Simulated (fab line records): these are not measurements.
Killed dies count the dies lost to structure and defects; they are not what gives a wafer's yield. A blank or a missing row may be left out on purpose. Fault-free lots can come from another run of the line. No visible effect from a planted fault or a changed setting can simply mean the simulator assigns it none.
Chamber matching :: flow nand_harc :: NHARC_P_CONTACT_CMP_01 on cmp-02: 4 sister chambers
The step polishes SiO2, target thk 200 nm. 14 wafers are shown with their chamber, then 7 later ones without.

== WAFERS WITH THEIR CHAMBER ==
wafer: L679.2
chamber: 0
motor_current_A (A): 11.0

wafer: L679.5
chamber: 0
motor_current_A (A): 10.5

wafer: L679.6
chamber: 1
motor_current_A (A): 9.4

wafer: L680.2
chamber: 3
motor_current_A (A): 11.7

wafer: L680.3
chamber: 1
motor_current_A (A): 9.8

wafer: L680.5
chamber: 3
motor_current_A (A): 11.3

wafer: L685.1
chamber: 1
motor_current_A (A): 9.8

wafer: L685.2
chamber: 3
motor_current_A (A): 12.0

wafer: L685.6
chamber: 3
motor_current_A (A): 12.1

wafer: L686.1
chamber: 2
motor_current_A (A): 14.9

wafer: L686.3
chamber: 1
motor_current_A (A): 9.8

wafer: L686.5
chamber: 1
motor_current_A (A): 9.6

wafer: L695.1
chamber: 0
motor_current_A (A): 10.7

wafer: L695.4
chamber: 1
motor_current_A (A): 9.8

SIGNATURES (means of the wafers above)
reading: motor_current_A
chamber 0: 10.733
chamber 1: 9.700
chamber 2: 14.900
chamber 3: 11.775
scatter within a chamber: 0.256
Rule: for a wafer and a chamber, the distance is found by dividing, reading by reading, the gap between the wafer's reading and the chamber's mean by the reading's scatter, squaring, summing and taking the root. The wafer belongs to the nearest chamber; if the next one is less than 2 further off, it can't be placed. The scatter: the root of (the sum of the squares of (reading less its chamber's mean) over the shown wafers, divided by (wafers less chambers)).

== WAFERS WITHOUT THEIR CHAMBER ==
wafer: L695.5
motor_current_A (A): 11.8

wafer: L697.1
motor_current_A (A): 9.5

wafer: L697.2
motor_current_A (A): 11.2

wafer: L697.4
motor_current_A (A): 10.7

wafer: L699.1
motor_current_A (A): 14.6

wafer: L699.5
motor_current_A (A): 11.2

wafer: L699.6
motor_current_A (A): 13.9

== EACH ONE'S CHAMBER ==
wafer: L695.5
from the rows above: 3
in truth: 3

wafer: L697.1
from the rows above: 1
in truth: 1

wafer: L697.2
from the rows above: can't be placed: 0 or 3
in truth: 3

wafer: L697.4
from the rows above: 0
in truth: 0

wafer: L699.1
from the rows above: 2
in truth: 2

wafer: L699.5
from the rows above: can't be placed: 0 or 3
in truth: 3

wafer: L699.6
from the rows above: 2
in truth: 2
5 of 7 placed correctly. Cannot be placed on the basis of these rows: 2; the candidates contain the true chamber in 2. Number placed wrongly: 0.
